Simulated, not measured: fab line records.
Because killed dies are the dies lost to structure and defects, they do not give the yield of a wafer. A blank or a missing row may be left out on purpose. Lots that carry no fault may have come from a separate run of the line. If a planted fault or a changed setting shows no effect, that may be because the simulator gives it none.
Matching of chambers :: flow nand_harc :: cmp-01 running NHARC_P_BONDPAD_CMP_19: 4 sister chambers
The step polishes, t overpolish 30 s, cu recess touch 16 s, target thk 160.81 nm. 8 wafers are shown with their chamber, then 8 later ones without.

## WAFERS PAIRED WITH THEIR CHAMBERS
wafer: L075.5
chamber: 2
overpolish_run_s (s): 30.017
motor_current_A (A): 11.2

wafer: L083.4
chamber: 2
overpolish_run_s (s): 30.004
motor_current_A (A): 11.4

wafer: L089.4
chamber: 1
overpolish_run_s (s): 29.996
motor_current_A (A): 11.4

wafer: L089.5
chamber: 0
overpolish_run_s (s): 30.001
motor_current_A (A): 11.2

wafer: L088.1
chamber: 3
overpolish_run_s (s): 30.001
motor_current_A (A): 11.8

wafer: L088.2
chamber: 0
overpolish_run_s (s): 30.000
motor_current_A (A): 11.3

wafer: L088.5
chamber: 1
overpolish_run_s (s): 29.995
motor_current_A (A): 11.3

wafer: L090.2
chamber: 3
overpolish_run_s (s): 30.004
motor_current_A (A): 11.3

## WAFERS WITHOUT THEIR CHAMBER
wafer: L090.5
overpolish_run_s (s): 29.996
motor_current_A (A): 11.3

wafer: L090.6
overpolish_run_s (s): 30.014
motor_current_A (A): 11.9

wafer: L091.2
overpolish_run_s (s): 30.004
motor_current_A (A): 11.5

wafer: L091.3
overpolish_run_s (s): 30.003
motor_current_A (A): 11.3

wafer: L091.6
overpolish_run_s (s): 29.987
motor_current_A (A): 11.5

wafer: L096.2
overpolish_run_s (s): 29.987
motor_current_A (A): 11.5

wafer: L096.3
overpolish_run_s (s): 30.010
motor_current_A (A): 11.0

wafer: L096.6
overpolish_run_s (s): 30.005
motor_current_A (A): 11.1

## EACH ONE'S CHAMBER
wafer: L090.5
from the rows above: can't be placed: 1 or 0 or 3
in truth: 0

wafer: L090.6
from the rows above: can't be placed: 3 or 2 or 0 or 1
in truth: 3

wafer: L091.2
from the rows above: can't be placed: 3 or 0 or 2 or 1
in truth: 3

wafer: L091.3
from the rows above: can't be placed: 0 or 3 or 2 or 1
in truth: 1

wafer: L091.6
from the rows above: can't be placed: 1 or 0 or 3
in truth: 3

wafer: L096.2
from the rows above: can't be placed: 1 or 0 or 3
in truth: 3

wafer: L096.3
from the rows above: can't be placed: 2 or 0 or 3
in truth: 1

wafer: L096.6
from the rows above: can't be placed: 0 or 2 or 3 or 1
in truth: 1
0 of 8 placed correctly. Not placeable from these rows: 8 (in 7, the candidates include the true chamber). Wrongly placed: 0.
How it was worked out, from the rows above alone: a wafer's distance from a chamber is the root of the sum, over the readings, of the square of ((its reading less the chamber's mean) divided by the reading's scatter). If the next closest chamber is less than 2 further off than the closest, the wafer can't be placed; otherwise it belongs to the closest. For every chamber, the mean is computed from those of its wafers that are shown. The scatter: the root of (the sum of the squares of (reading less its chamber's mean) over the shown wafers, divided by (wafers less chambers)).
